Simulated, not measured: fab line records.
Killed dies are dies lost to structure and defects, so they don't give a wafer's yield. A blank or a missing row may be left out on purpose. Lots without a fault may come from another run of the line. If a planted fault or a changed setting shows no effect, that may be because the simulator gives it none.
One fault seen from 3 desks || flow n5 finfet || each desk has only its own numbers; what lay behind them comes last

== METROLOGY DESK ==
What the gauges read for every lot (on any tool): the sampled wafers with a number, averaged. A lot is out of limits, marked OUT, if its mean lies more than 4 standard deviations from the usual mean; the brackets give that distance.
Columns: A = cd nm at N5_HKMG_FIN_CD_MEAS_12, usual 92.6 nm; B = NWFM_OVL at N5_HKMG_FIN_OVL_MEAS_13, usual 0.4 nm
{"lot": "L836", "first seen here": "day 5 08:59", "A": 93.4, "B": 0.4}
{"lot": "L839", "first seen here": "day 6 07:00", "A": 92.5, "B": 0.6}
{"lot": "L843", "first seen here": "day 7 02:29", "A": 91.3, "B": -0.5}
{"lot": "L845", "first seen here": "day 7 14:25", "A": 91.9, "B": 0.3}
{"lot": "L853", "first seen here": "day 9 14:36", "A": 92.3, "B": 0.2}
{"lot": "L854", "first seen here": "day 10 02:59", "A": 92.7, "B": 1.1}
This desk's finding: nothing out of limits on any of the 6 lots.

== TOOL OWNER'S DESK, ald metal-04 ==
The tool's own readings at N5_HKMG_FIN_ALD_91 (deposits TiN, target thk 1 nm, pulse time 1 s, purge time 3 s): means of the sampled wafers that have a number, for each lot that ran on this tool. A lot is out of limits, marked OUT, if its mean lies more than 4 standard deviations from the usual mean; the brackets give that distance.
Columns: A = heater power w at N5_HKMG_FIN_ALD_91, usual 884 W; B = precursor pulse height rel at N5_HKMG_FIN_ALD_91, usual 0.998
{"lot": "L836", "first seen here": "day 5 10:14", "A": 867, "B": 1.004}
{"lot": "L839", "first seen here": "day 6 08:04", "A": 926, "B": 1.004}
{"lot": "L843", "first seen here": "day 7 03:33", "A": 964, "B": 1.001}
{"lot": "L845", "first seen here": "day 7 15:29", "A": 998, "B": 0.987}
This desk's finding: nothing out of limits on any of the 4 lots.

== THE DEFECT DESK ==
Per lot, the means of the sampled wafers with a number show what the inspections along the route counted. A lot is out of limits, marked OUT, if its mean lies more than 4 standard deviations from the usual mean; the brackets give that distance.
Columns: A = raw defect count at N5_HKMG_FIN_INSPECT_14, usual 2.1
{"lot": "L836", "first seen here": "day 5 09:02", "A": 3.0}
{"lot": "L839", "first seen here": "day 6 07:04", "A": 2.3}
{"lot": "L843", "first seen here": "day 7 02:32", "A": 1.7}
{"lot": "L845", "first seen here": "day 7 14:28", "A": 2.3}
{"lot": "L853", "first seen here": "day 9 14:40", "A": 1.7}
{"lot": "L854", "first seen here": "day 10 03:02", "A": 1.3}
This desk's finding: nothing out of limits on any of the 6 lots.

== PUT TOGETHER ==
At the metrology desk, nothing out of limits was observed.
The tool owner's desk saw nothing out of limits.
The defect desk saw nothing out of limits.

== WHAT THE SIMULATOR HAD PUT IN ==
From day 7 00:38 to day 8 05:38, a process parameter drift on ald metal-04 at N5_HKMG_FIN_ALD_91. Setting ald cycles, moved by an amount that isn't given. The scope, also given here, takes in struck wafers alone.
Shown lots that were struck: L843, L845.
